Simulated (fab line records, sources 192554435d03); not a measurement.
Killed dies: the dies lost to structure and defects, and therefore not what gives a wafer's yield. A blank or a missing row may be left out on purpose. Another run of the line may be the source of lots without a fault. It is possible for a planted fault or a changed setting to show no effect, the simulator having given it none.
Lot-split experiment + flow n5-finfet + on a route of 1938 steps: 7 lots, 21 wafers read

## ABOUT THE SPLIT
At N5_HKMG_FIN_CVD_62 (deposits a-Si from Si2H6, target thk 3 nm, time 20.8 s), the setting temp-c was moved away from the recipe's 500 C on 9 of the 21 wafers read, by -3.5% to +3.3%. All remaining wafers had this setting at the recipe value.

The reading is taken at the split's own step.

## THE READING
a-Si_of_HKMG_FIN_CVD_62.thk-nm (the simulator's own value, which no gauge read), in nm, at N5_HKMG_FIN_CVD_62 (deposits a-Si from Si2H6, target thk 3 nm, time 20.8 s). There is no usual value for it anywhere in the file. The 12 wafers here that ran the recipe average 3.0 nm, standard deviation 0.11 nm.

| wafer  | tool, chamber at the split | temp-c as run, C | against the recipe | a-Si_of_HKMG_FIN_CVD_62.thk-nm, nm | against lot-mates on the recipe |
|--------|----------------------------|------------------|--------------------|------------------------------------|---------------------------------|
| L076.1 | thermal-cvd-si-01, 1       | 500              | recipe             | 3                                  | -                               |
| L076.2 | thermal-cvd-si-01, 2,1     | 487.7            | -2.5%              | 2.2                                | -0.8                            |
| L076.5 | thermal-cvd-si-01, 2,1     | 487.7            | -2.5%              | 2.2                                | -0.8                            |
| L077.2 | thermal-cvd-si-02, 2,0     | 500              | recipe             | 3                                  | -                               |
| L077.3 | thermal-cvd-si-02, 2,0     | 500              | recipe             | 3                                  | -                               |
| L077.4 | thermal-cvd-si-02, 1       | 500              | recipe             | 3.2                                | -                               |
| L085.2 | thermal-cvd-si-02, 1       | 484.4            | -3.1%              | 2                                  | -1.2                            |
| L085.3 | thermal-cvd-si-02, 0,1     | 500              | recipe             | 3.2                                | -                               |
| L085.5 | thermal-cvd-si-02, 0,1     | 500              | recipe             | 3.2                                | -                               |
| L089.1 | thermal-cvd-si-02, 2,1     | 482.6            | -3.5%              | 1.8                                | -1.2                            |
| L089.4 | thermal-cvd-si-02, 2,1     | 482.6            | -3.5%              | 1.8                                | -1.2                            |
| L089.5 | thermal-cvd-si-02, 2       | 500              | recipe             | 3                                  | -                               |
| L094.2 | thermal-cvd-si-01, 0       | 500              | recipe             | 3                                  | -                               |
| L094.4 | thermal-cvd-si-01, 2       | 492              | -1.6%              | 2.4                                | -0.6                            |
| L094.6 | thermal-cvd-si-01, 1       | 492              | -1.6%              | 2                                  | -1.0                            |
| L096.2 | thermal-cvd-si-01, 1       | 500              | recipe             | 2.8                                | -                               |
| L096.5 | thermal-cvd-si-01, 2,0     | 500              | recipe             | 3                                  | -                               |
| L096.6 | thermal-cvd-si-01, 2,0     | 500              | recipe             | 3                                  | -                               |
| L097.2 | thermal-cvd-si-02, 2       | 516.4            | +3.3%              | 4.8                                | +1.8                            |
| L097.5 | thermal-cvd-si-02, 2       | 516.4            | +3.3%              | 4.8                                | +1.8                            |
| L097.4 | thermal-cvd-si-02, 2       | 500              | recipe             | 3                                  | -                               |
Rows listing several chambers each stand for several wafers; the file does not say which wafer went through which chamber.

THE FIT
A straight line over all 21 wafers: a-Si_of_HKMG_FIN_CVD_62.thk-nm changes by +0.428 nm for each +1% of temp-c; r = +0.97; the points scatter about the line by 0.19 nm.
The same after taking each lot's own level away (the mean of its wafers on the recipe; 21 wafers): +0.432 nm for each +1%; r = +0.98; scatter 0.18 nm.
Per that fit: largest temp-c move, reading shift of 1.5 nm.
The lots' own levels span 2.93 to 3.20 nm, that is 2.4 times the standard deviation above.
So the lot-to-lot level changes the slope little: the two slopes agree.
Check: -1.46 nm against its lot-mates is what the line predicts for one of the wafers moved furthest among these (-3.5%) when that wafer is left out of the fit. It came out at -1.2 nm against them.

## THE FILE'S OWN FIT
a-Si_of_HKMG_FIN_CVD_62.thk-nm changes by +0.414 nm for each +1% of temp-c, r = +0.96.
